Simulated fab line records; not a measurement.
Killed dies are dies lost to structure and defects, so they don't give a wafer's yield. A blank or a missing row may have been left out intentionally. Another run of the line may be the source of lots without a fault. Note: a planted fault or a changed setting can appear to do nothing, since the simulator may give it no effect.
What tool caused it? :: flow n5 finfet :: 24 lots with 72 wafers sampled at 4 steps, on a route of 1938 steps

## WHAT THE GAUGES SHOWED, per wafer
N5_BEOL_M9_OCD_MEAS_38.
lot: L074
measured: day 9 09:04
on: ocd-01
trench depth nm (nm): 151.0 150.2 151.6

lot: L076
measured: day 9 23:41
on: ocd-02
trench depth nm (nm): 152.6 146.8 152.1

lot: L075
measured: day 10 01:49
on: ocd-02
trench depth nm (nm): 153.3 147.4 146.3

lot: L077
measured: day 10 07:10
on: ocd-01
trench depth nm (nm): 150.7 153.1 151.8

lot: L079
measured: day 10 06:59
on: ocd-01
trench depth nm (nm): 146.0 145.7 151.5

lot: L078
measured: day 10 09:06
on: ocd-02
trench depth nm (nm): 153.3 146.5 146.5

lot: L081
measured: day 11 00:20
on: ocd-02
trench depth nm (nm): 150.7 148.5 150.5

lot: L080
measured: day 11 02:36
on: ocd-01
trench depth nm (nm): 149.9 149.7 151.3

lot: L082
measured: day 11 08:31
on: ocd-01
trench depth nm (nm): 155.4 150.0 154.8

lot: L084
measured: day 11 23:23
on: ocd-02
trench depth nm (nm): 151.1 149.5 151.6

lot: L083
measured: day 12 01:50
on: ocd-02
trench depth nm (nm): 148.4 149.7 147.8

lot: L085
measured: day 12 05:39
on: ocd-02
trench depth nm (nm): 150.5 151.6 149.8

lot: L086
measured: day 12 12:38
on: ocd-01
trench depth nm (nm): 150.0 151.3 152.0

lot: L087
measured: day 13 03:55
on: ocd-01
trench depth nm (nm): 147.2 153.6 147.9

lot: L088
measured: day 13 03:22
on: ocd-02
trench depth nm (nm): 152.7 153.1 151.6

lot: L090
measured: day 13 21:02
on: ocd-01
trench depth nm (nm): 151.5 145.8 152.2

lot: L091
measured: day 13 20:52
on: ocd-02
trench depth nm (nm): 148.5 148.6 148.4

lot: L089
measured: day 13 23:02
on: ocd-01
trench depth nm (nm): 150.3 149.5 149.1

lot: L093
measured: day 13 23:13
on: ocd-02
trench depth nm (nm): 155.8 148.0 150.9

lot: L092
measured: day 14 07:37
on: ocd-01
trench depth nm (nm): 148.1 150.7 150.2

lot: L094
measured: day 14 17:57
on: ocd-01
trench depth nm (nm): 149.1 153.1 152.5

lot: L095
measured: day 15 04:01
on: ocd-02
trench depth nm (nm): 149.5 149.8 148.9

lot: L096
measured: day 15 06:18
on: ocd-02
trench depth nm (nm): 151.2 154.5 145.7

lot: L097
measured: day 15 10:58
on: ocd-01
trench depth nm (nm): 151.9 151.2 152.1

N5_BEOL_M10_THK_MEAS_01.
lot: L074
measured: day 9 11:50
on: film metro-01
M10_ILD_THK (nm): 265 260 268

lot: L076
measured: day 10 03:02
on: film metro-01
M10_ILD_THK (nm): 265 265 266

lot: L075
measured: day 10 05:32
on: film metro-02
M10_ILD_THK (nm): 266 265 267

lot: L077
measured: day 10 11:51
on: film metro-01
M10_ILD_THK (nm): 263 267 266

lot: L079
measured: day 10 10:38
on: film metro-01
M10_ILD_THK (nm): 258 262 264

lot: L078
measured: day 10 12:01
on: film metro-01
M10_ILD_THK (nm): 259 258 262

lot: L081
measured: day 11 05:53
on: film metro-02
M10_ILD_THK (nm): 261 266 265

lot: L080
measured: day 11 06:41
on: film metro-02
M10_ILD_THK (nm): 271 270 270

lot: L082
measured: day 11 12:17
on: film metro-02
M10_ILD_THK (nm): 259 265 265

lot: L084
measured: day 12 03:24
on: film metro-01
M10_ILD_THK (nm): 263 269 275

lot: L083
measured: day 12 04:55
on: film metro-01
M10_ILD_THK (nm): 267 263 268

lot: L085
measured: day 12 10:21
on: film metro-02
M10_ILD_THK (nm): 267 271 265

lot: L086
measured: day 12 17:38
on: film metro-01
M10_ILD_THK (nm): 268 268 267

lot: L087
measured: day 13 06:39
on: film metro-02
M10_ILD_THK (nm): 263 264 267

lot: L088
measured: day 13 07:04
on: film metro-01
M10_ILD_THK (nm): 268 270 269

lot: L090
measured: day 14 00:25
on: film metro-01
M10_ILD_THK (nm): 261 260 270

lot: L091
measured: day 14 00:15
on: film metro-01
M10_ILD_THK (nm): 261 268 273

lot: L089
measured: day 14 01:56
on: film metro-01
M10_ILD_THK (nm): 267 268 264

lot: L093
measured: day 14 03:55
on: film metro-02
M10_ILD_THK (nm): 262 265 266

lot: L092
measured: day 14 10:43
on: film metro-02
M10_ILD_THK (nm): 256 262 267

lot: L094
measured: day 14 21:13
on: film metro-01
M10_ILD_THK (nm): 263 262 271

lot: L095
measured: day 15 08:27
on: film metro-01
M10_ILD_THK (nm): 265 264 269

lot: L096
measured: day 15 10:21
on: film metro-02
M10_ILD_THK (nm): 268 270 265

lot: L097
measured: day 15 15:11
on: film metro-01
M10_ILD_THK (nm): 268 258 268

## WHICH TOOL RAN EACH LOT (tool, then ch and the chambers of the sampled wafers, then the start)
lot: L074
N5_BEOL_M8_DEGAS_44: pvd sputter-03, day 9 00:26
N5_BEOL_M9_ETCH_76: rie diel-02 ch 1,2,3, day 9 08:38

lot: L076
N5_BEOL_M8_DEGAS_44: pvd sputter-01, day 9 18:47
N5_BEOL_M9_ETCH_76: rie diel-05 ch 0,2,3, day 9 23:16

lot: L075
N5_BEOL_M8_DEGAS_44: pvd sputter-01, day 9 19:43
N5_BEOL_M9_ETCH_76: rie diel-05 ch 0,1, day 10 01:23

lot: L077
N5_BEOL_M8_DEGAS_44: pvd sputter-02, day 10 00:38
N5_BEOL_M9_ETCH_76: rie diel-04 ch 1,2, day 10 06:45

lot: L079
N5_BEOL_M8_DEGAS_44: pvd sputter-02, day 10 02:04
N5_BEOL_M9_ETCH_76: rie diel-05 ch 1,2,3, day 10 06:34

lot: L078
N5_BEOL_M8_DEGAS_44: pvd sputter-02, day 10 02:09
N5_BEOL_M9_ETCH_76: rie diel-05 ch 0,1,2, day 10 08:41

lot: L081
N5_BEOL_M8_DEGAS_44: pvd sputter-01, day 10 17:02
N5_BEOL_M9_ETCH_76: rie diel-02 ch 1,2,3, day 10 23:55

lot: L080
N5_BEOL_M8_DEGAS_44: pvd sputter-02, day 10 18:11
N5_BEOL_M9_ETCH_76: rie diel-02 ch 1,2,3, day 11 02:10

lot: L082
N5_BEOL_M8_DEGAS_44: pvd sputter-01, day 11 00:35
N5_BEOL_M9_ETCH_76: rie diel-04 ch 1,3, day 11 08:06

lot: L084
N5_BEOL_M8_DEGAS_44: pvd sputter-01, day 11 15:28
N5_BEOL_M9_ETCH_76: rie diel-02 ch 0,3, day 11 22:58

lot: L083
N5_BEOL_M8_DEGAS_44: pvd sputter-02, day 11 18:43
N5_BEOL_M9_ETCH_76: rie diel-02 ch 1,2,3, day 12 01:25

lot: L085
N5_BEOL_M8_DEGAS_44: pvd sputter-01, day 12 00:02
N5_BEOL_M9_ETCH_76: rie diel-04 ch 0,1, day 12 05:14

lot: L086
N5_BEOL_M8_DEGAS_44: pvd sputter-01, day 12 05:19
N5_BEOL_M9_ETCH_76: rie diel-02 ch 0,1,2, day 12 12:12

lot: L087
N5_BEOL_M8_DEGAS_44: pvd sputter-01, day 12 20:23
N5_BEOL_M9_ETCH_76: rie diel-05 ch 2,3, day 13 03:29

lot: L088
N5_BEOL_M8_DEGAS_44: pvd sputter-01, day 12 22:20
N5_BEOL_M9_ETCH_76: rie diel-05 ch 0,3, day 13 02:56

lot: L090
N5_BEOL_M8_DEGAS_44: pvd sputter-03, day 13 13:29
N5_BEOL_M9_ETCH_76: rie diel-05 ch 0,2,3, day 13 20:37

lot: L091
N5_BEOL_M8_DEGAS_44: pvd sputter-01, day 13 13:32
N5_BEOL_M9_ETCH_76: rie diel-02 ch 0,2, day 13 20:26

lot: L089
N5_BEOL_M8_DEGAS_44: pvd sputter-01, day 13 13:59
N5_BEOL_M9_ETCH_76: rie diel-02 ch 1,2, day 13 22:37

lot: L093
N5_BEOL_M8_DEGAS_44: pvd sputter-03, day 13 14:19
N5_BEOL_M9_ETCH_76: rie diel-04 ch 0,3, day 13 22:47

lot: L092
N5_BEOL_M8_DEGAS_44: pvd sputter-02, day 14 01:27
N5_BEOL_M9_ETCH_76: rie diel-04 ch 0,1,2, day 14 07:11

lot: L094
N5_BEOL_M8_DEGAS_44: pvd sputter-02, day 14 11:17
N5_BEOL_M9_ETCH_76: rie diel-04 ch 1,2,3, day 14 17:31

lot: L095
N5_BEOL_M8_DEGAS_44: pvd sputter-03, day 14 18:56
N5_BEOL_M9_ETCH_76: rie diel-02 ch 0,1, day 15 03:36

lot: L096
N5_BEOL_M8_DEGAS_44: pvd sputter-01, day 14 21:40
N5_BEOL_M9_ETCH_76: rie diel-05 ch 0,2,3, day 15 05:52

lot: L097
N5_BEOL_M8_DEGAS_44: pvd sputter-01, day 15 02:49
N5_BEOL_M9_ETCH_76: rie diel-05 ch 0,1, day 15 10:33
- N5_BEOL_M8_DEGAS_44: time 60 s.
- N5_BEOL_M9_ETCH_76: etches underlayer in N2/H2, target depth 6.5 nm, time 5.2 s.

## AS READ BY THE TOOLS THEMSELVES (means over the sampled wafers that have a number; for cases with no such wafer, the mark the record gives instead)
N5_BEOL_M8_DEGAS_44.
lot: L074
tool: pvd sputter-03
heater power w (W): 360

lot: L076
tool: pvd sputter-01
heater power w (W): 287

lot: L075
tool: pvd sputter-01
heater power w (W): 398

lot: L077
tool: pvd sputter-02
heater power w (W): 384

lot: L079
tool: pvd sputter-02
heater power w (W): 349

lot: L078
tool: pvd sputter-02
heater power w (W): 356

lot: L081
tool: pvd sputter-01
heater power w (W): 344

lot: L080
tool: pvd sputter-02
heater power w (W): 354

lot: L082
tool: pvd sputter-01
heater power w (W): 342

lot: L084
tool: pvd sputter-01
heater power w (W): 381

lot: L083
tool: pvd sputter-02
heater power w (W): 384

lot: L085
tool: pvd sputter-01
heater power w (W): 301

lot: L086
tool: pvd sputter-01
heater power w (W): 365

lot: L087
tool: pvd sputter-01
heater power w (W): 371

lot: L088
tool: pvd sputter-01
heater power w (W): 341

lot: L090
tool: pvd sputter-03
heater power w (W): 347

lot: L091
tool: pvd sputter-01
heater power w (W): 401

lot: L089
tool: pvd sputter-01
heater power w (W): 348

lot: L093
tool: pvd sputter-03
heater power w (W): 348

lot: L092
tool: pvd sputter-02
heater power w (W): 359

lot: L094
tool: pvd sputter-02
heater power w (W): 392

lot: L095
tool: pvd sputter-03
heater power w (W): 360

lot: L096
tool: pvd sputter-01
heater power w (W): 327

lot: L097
tool: pvd sputter-01
heater power w (W): 285

N5_BEOL_M9_ETCH_76.
lot: L074
tool: rie diel-02
drypump motor current A (A): 6.1
etch rf on time s (s): 5.23
oes product au (a.u.): 0.62
rf vpp V (V): 522.8
showerhead plenum p Torr (Torr): 2.53
throttle valve pct (%): 18.00

lot: L076
tool: rie diel-05
drypump motor current A (A): 5.8
etch rf on time s (s): 5.20
oes product au (a.u.): 0.65
rf vpp V (V): 524.8
showerhead plenum p Torr (Torr): 2.55
throttle valve pct (%): 17.80

lot: L075
tool: rie diel-05
drypump motor current A (A): 6.2
etch rf on time s (s): 5.27
oes product au (a.u.): 0.61
rf vpp V (V): 524.2
showerhead plenum p Torr (Torr): 2.60
throttle valve pct (%): 17.93

lot: L077
tool: rie diel-04
drypump motor current A (A): 5.5
etch rf on time s (s): 5.29
oes product au (a.u.): 0.68
rf vpp V (V): 524.4
showerhead plenum p Torr (Torr): 2.57
throttle valve pct (%): 17.88

lot: L079
tool: rie diel-05
drypump motor current A (A): 5.9
etch rf on time s (s): 5.21
oes product au (a.u.): 0.62
rf vpp V (V): 524.0
showerhead plenum p Torr (Torr): 2.56
throttle valve pct (%): 17.78

lot: L078
tool: rie diel-05
drypump motor current A (A): 5.9
etch rf on time s (s): 5.20
oes product au (a.u.): 0.62
rf vpp V (V): 526.4
showerhead plenum p Torr (Torr): 2.61
throttle valve pct (%): 17.90

lot: L081
tool: rie diel-02
drypump motor current A (A): 6.0
etch rf on time s (s): 5.21
oes product au (a.u.): 0.62
rf vpp V (V): 523.6
showerhead plenum p Torr (Torr): 2.53
throttle valve pct (%): 18.02

lot: L080
tool: rie diel-02
drypump motor current A (A): 6.0
etch rf on time s (s): 5.20
oes product au (a.u.): 0.62
rf vpp V (V): 523.2
showerhead plenum p Torr (Torr): 2.53
throttle valve pct (%): 18.03

lot: L082
tool: rie diel-04
drypump motor current A (A): 5.3
etch rf on time s (s): 5.09
oes product au (a.u.): 0.80
rf vpp V (V): 522.6
showerhead plenum p Torr (Torr): 2.52
throttle valve pct (%): 17.37

lot: L084
tool: rie diel-02
drypump motor current A (A): 5.8
etch rf on time s (s): 5.25
oes product au (a.u.): 0.61
rf vpp V (V): 522.1
showerhead plenum p Torr (Torr): 2.50
throttle valve pct (%): 18.01

lot: L083
tool: rie diel-02
drypump motor current A (A): 6.0
etch rf on time s (s): 5.21
oes product au (a.u.): 0.61
rf vpp V (V): 522.3
showerhead plenum p Torr (Torr): 2.52
throttle valve pct (%): 18.04

lot: L085
tool: rie diel-04
drypump motor current A (A): 5.2
etch rf on time s (s): 5.27
oes product au (a.u.): 0.67
rf vpp V (V): 522.3
showerhead plenum p Torr (Torr): 2.52
throttle valve pct (%): 17.89

lot: L086
tool: rie diel-02
drypump motor current A (A): 6.0
etch rf on time s (s): 5.28
oes product au (a.u.): 0.61
rf vpp V (V): 524.1
showerhead plenum p Torr (Torr): 2.52
throttle valve pct (%): 18.15

lot: L087
tool: rie diel-05
drypump motor current A (A): 5.6
etch rf on time s (s): 5.24
oes product au (a.u.): 0.61
rf vpp V (V): 522.8
showerhead plenum p Torr (Torr): 2.56
throttle valve pct (%): 17.79

lot: L088
tool: rie diel-05
drypump motor current A (A): 6.1
etch rf on time s (s): 5.15
oes product au (a.u.): 0.66
rf vpp V (V): 522.1
showerhead plenum p Torr (Torr): 2.46
throttle valve pct (%): 17.78

lot: L090
tool: rie diel-05
drypump motor current A (A): 5.9
etch rf on time s (s): 5.15
oes product au (a.u.): 0.63
rf vpp V (V): 525.4
showerhead plenum p Torr (Torr): 2.53
throttle valve pct (%): 17.86

lot: L091
tool: rie diel-02
drypump motor current A (A): 6.1
etch rf on time s (s): 5.25
oes product au (a.u.): 0.60
rf vpp V (V): 524.8
showerhead plenum p Torr (Torr): 2.58
throttle valve pct (%): 18.06

lot: L089
tool: rie diel-02
drypump motor current A (A): 6.2
etch rf on time s (s): 5.28
oes product au (a.u.): 0.60
rf vpp V (V): 524.3
showerhead plenum p Torr (Torr): 2.56
throttle valve pct (%): 18.12

lot: L093
tool: rie diel-04
drypump motor current A (A): 5.3
etch rf on time s (s): 5.21
oes product au (a.u.): 0.72
rf vpp V (V): 521.5
showerhead plenum p Torr (Torr): 2.46
throttle valve pct (%): 17.45

lot: L092
tool: rie diel-04
drypump motor current A (A): 5.6
etch rf on time s (s): 5.31
oes product au (a.u.): 0.63
rf vpp V (V): 522.2
showerhead plenum p Torr (Torr): 2.50
throttle valve pct (%): 17.96

lot: L094
tool: rie diel-04
drypump motor current A (A): 5.6
etch rf on time s (s): 5.19
oes product au (a.u.): 0.69
rf vpp V (V): 522.8
showerhead plenum p Torr (Torr): 2.52
throttle valve pct (%): 17.69

lot: L095
tool: rie diel-02
drypump motor current A (A): 5.9
etch rf on time s (s): 5.29
oes product au (a.u.): 0.61
rf vpp V (V): 521.2
showerhead plenum p Torr (Torr): 2.45
throttle valve pct (%): 18.25

lot: L096
tool: rie diel-05
drypump motor current A (A): 5.8
etch rf on time s (s): 5.17
oes product au (a.u.): 0.62
rf vpp V (V): 522.9
showerhead plenum p Torr (Torr): 2.53
throttle valve pct (%): 17.87

lot: L097
tool: rie diel-05
drypump motor current A (A): 6.2
etch rf on time s (s): 5.10
oes product au (a.u.): 0.73
rf vpp V (V): 524.6
showerhead plenum p Torr (Torr): 2.59
throttle valve pct (%): 17.65

## THE ANSWER, worked out from the rows above alone
Rule: usual is defined by the lots themselves. The widest of any qualifying gaps counts: lots, ordered by their means at a reading, are off when they make up no more than a third of the lots, leave a main group of 4 or more, and stand apart from it by 3 or more times the standard deviation of that group's means. A main group whose means are all the same, to the digits that the tables above print for the reading, isn't used. Also off: a lot with no number at a reading for which 4 or more lots have one. All remaining lots with rows at the step are treated as sound. Order of review: gauges by route order, followed by the tools' own readings, for which a lot's mean as printed above is used. At the first step where some lot is off, the reading lying furthest off is the one used; lots without a number count as furthest.
None of the lots is off at any reading shown; this tells nothing.

## WHAT HAD BEEN PUT IN BY THE SIMULATOR
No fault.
